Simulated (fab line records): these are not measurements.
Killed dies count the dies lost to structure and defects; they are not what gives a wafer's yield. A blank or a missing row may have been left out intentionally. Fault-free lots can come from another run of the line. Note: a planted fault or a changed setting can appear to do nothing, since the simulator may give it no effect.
Check for tools in common / flow nand-harc / 2 lots, 6 wafers sampled

== WHY THIS WAS OPENED ==
Flagged at NHARC_END_SORT_01: reading killed-at-array, on 2 of 2 lots. Wafers without a fault read 63, standard deviation 17.
Rule: a lot is flagged when every wafer of it that has a number lies more than 4 standard deviations from that mean, or none has a number. The other lots count as sound.

lot=L409; measured=day 29 03:45; on=prober-02; killed-at-array, wafer by wafer=674 670 667; flag=FLAGGED
lot=L411; measured=day 30 02:14; on=prober-01; killed-at-array, wafer by wafer=657 662 661; flag=FLAGGED
Average over the flagged lots: 665; offset from the usual +602, equal to +35 standard deviations.

== EACH LOT AND THE TOOL IT RAN ON ==
4 process steps preceding the reading are held in the record, out of 1302 steps in the route. Each cell gives the tool, then ch followed by the chambers the sampled wafers passed through, then the start.
lot=L409; flag=FLAGGED; NHARC_A_CONTACT_ETCH_128=har-cap-etch-02 ch 0,1, day 26 19:59; NHARC_A_CONTACT_ETCH_132=har-cap-etch-02 ch 0,1, day 26 20:41; NHARC_A_CONTACT_ETCH_133=har-cap-etch-02 ch 0,1, day 26 20:52; NHARC_A_CONTACT_ETCH_97=rie-diel-03 ch 0,2,3, day 29 03:45 or earlier
lot=L411; flag=FLAGGED; NHARC_A_CONTACT_ETCH_128=har-cap-etch-03 ch 0,1, day 27 18:32; NHARC_A_CONTACT_ETCH_132=har-cap-etch-03 ch 0,1, day 27 19:16; NHARC_A_CONTACT_ETCH_133=har-cap-etch-03 ch 0,1, day 27 19:26; NHARC_A_CONTACT_ETCH_97=rie-diel-08 ch 0,2,3, day 30 02:14 or earlier
What the steps here do:
- NHARC_A_CONTACT_ETCH_128: etches the open film in C4F8/O2/Ar, time 197 s, target depth 1918 nm.
- NHARC_A_CONTACT_ETCH_132: etches the open film in C4F8/O2/Ar, time 197 s, target depth 1924 nm.
- NHARC_A_CONTACT_ETCH_133: etches the open film in C4F8/O2/Ar, time 374 s, target depth 1610 nm.
- NHARC_A_CONTACT_ETCH_97: etches the open film in C4F6/O2, target depth 20 nm, time 10 s.
- NHARC_END_SORT_01

== FLAGGED OVER TOTAL, TOOL BY TOOL (the gauges that took the reading come last) ==
step=NHARC_A_CONTACT_ETCH_128; tool=har-cap-etch-02; lots run=1; flagged=1; share of the flagged lots=some; sound lots run after its first flagged lot=0
step=NHARC_A_CONTACT_ETCH_128; tool=har-cap-etch-03; lots run=1; flagged=1; share of the flagged lots=some; sound lots run after its first flagged lot=0
step=NHARC_A_CONTACT_ETCH_132; tool=har-cap-etch-02; lots run=1; flagged=1; share of the flagged lots=some; sound lots run after its first flagged lot=0
step=NHARC_A_CONTACT_ETCH_132; tool=har-cap-etch-03; lots run=1; flagged=1; share of the flagged lots=some; sound lots run after its first flagged lot=0
step=NHARC_A_CONTACT_ETCH_133; tool=har-cap-etch-02; lots run=1; flagged=1; share of the flagged lots=some; sound lots run after its first flagged lot=0
step=NHARC_A_CONTACT_ETCH_133; tool=har-cap-etch-03; lots run=1; flagged=1; share of the flagged lots=some; sound lots run after its first flagged lot=0
step=NHARC_A_CONTACT_ETCH_97; tool=rie-diel-03; lots run=1; flagged=1; share of the flagged lots=some; sound lots run after its first flagged lot=0
step=NHARC_A_CONTACT_ETCH_97; tool=rie-diel-08; lots run=1; flagged=1; share of the flagged lots=some; sound lots run after its first flagged lot=0
step=NHARC_END_SORT_01; tool=prober-01; lots run=1; flagged=1; share of the flagged lots=some; sound lots run after its first flagged lot=0
step=NHARC_END_SORT_01; tool=prober-02; lots run=1; flagged=1; share of the flagged lots=some; sound lots run after its first flagged lot=0
NHARC_A_CONTACT_ETCH_97: start missing for some lots; hours and lot order therefore follow NHARC_END_SORT_01.

== WHAT THE TABLE PERMITS ==
No row of the table ran every flagged lot.

== WHAT WAS PUT IN BY THE SIMULATOR ==
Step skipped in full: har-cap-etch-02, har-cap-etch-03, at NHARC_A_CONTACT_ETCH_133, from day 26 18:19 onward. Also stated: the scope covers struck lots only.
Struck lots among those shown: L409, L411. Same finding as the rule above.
